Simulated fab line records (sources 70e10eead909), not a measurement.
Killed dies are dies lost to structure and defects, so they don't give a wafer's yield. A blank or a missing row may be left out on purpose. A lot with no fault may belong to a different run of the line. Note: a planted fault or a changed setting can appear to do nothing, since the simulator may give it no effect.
Chamber matching    flow nand_harc    NHARC_P_BONDPAD_DESCUM_11 on rie_diel-05 has 4 sister chambers
The step chemistry O2, time 3 s. 14 wafers are shown with their chamber, then 7 later ones without.

## EACH WAFER AND ITS CHAMBER
wafer   chamber  drypump_motor_current_A (A)  oes_product_au (a.u.)  showerhead_plenum_p_Torr (Torr)
L074.1  0        6.3                          1.005                  1.90
L074.5  3        6.3                          1.031                  1.89
L074.6  2        6.3                          1.024                  1.98
L075.1  0        6.3                          1.007                  1.90
L075.3  1        5.3                          0.987                  1.77
L075.6  1        5.2                          0.996                  1.77
L078.1  3        6.3                          1.031                  1.88
L078.5  3        6.3                          1.031                  1.88
L078.6  0        6.3                          1.007                  1.90
L079.1  0        6.3                          1.002                  1.90
L079.2  3        6.3                          1.023                  1.88
L079.6  3        6.3                          1.021                  1.88
L083.1  1        5.2                          0.995                  2.08
L083.2  3        6.3                          0.991                  1.88

SIGNATURES (averages over the wafers above)
reading                   chamber 0  chamber 1  chamber 2  chamber 3  scatter within a chamber
drypump_motor_current_A   6.300      5.233      6.300      6.300      0.0258
oes_product_au            1.00525    0.99267    1.02400    1.02133    0.0113
showerhead_plenum_p_Torr  1.9000     1.8733     1.9800     1.8817     0.0801
Rule: for a wafer and a chamber, the distance is found by dividing, reading by reading, the gap between the wafer's reading and the chamber's mean by the reading's scatter, squaring, summing and taking the root. The wafer belongs to the nearest chamber; if the next one is less than 2 further off, it can't be placed. The scatter is the square root of a quotient: the sum, over the shown wafers, of each reading's squared deviation from its chamber's mean, divided by wafers minus chambers.

## WAFERS MISSING THEIR CHAMBER
wafer   drypump_motor_current_A (A)  oes_product_au (a.u.)  showerhead_plenum_p_Torr (Torr)
L083.6  5.3                          0.996                  2.08
L090.1  6.3                          0.996                  1.88
L090.3  6.2                          1.010                  1.97
L090.6  5.2                          1.006                  2.07
L094.1  6.3                          1.003                  1.89
L094.2  6.3                          1.005                  1.96
L094.5  5.3                          0.984                  2.07

## WHICH CHAMBER EACH ONE RAN IN
wafer   from the rows above           in truth
L083.6  1                             1
L090.1  can't be placed: 0 or 3 or 2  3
L090.3  can't be placed: 0 or 2 or 3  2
L090.6  1                             1
L094.1  can't be placed: 0 or 3 or 2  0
L094.2  can't be placed: 0 or 2 or 3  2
L094.5  1                             1
Correct placement for 3 of the 7. Can't be placed from these rows: 4 (the true chamber is among the candidates in 4). Placed wrongly: 0.
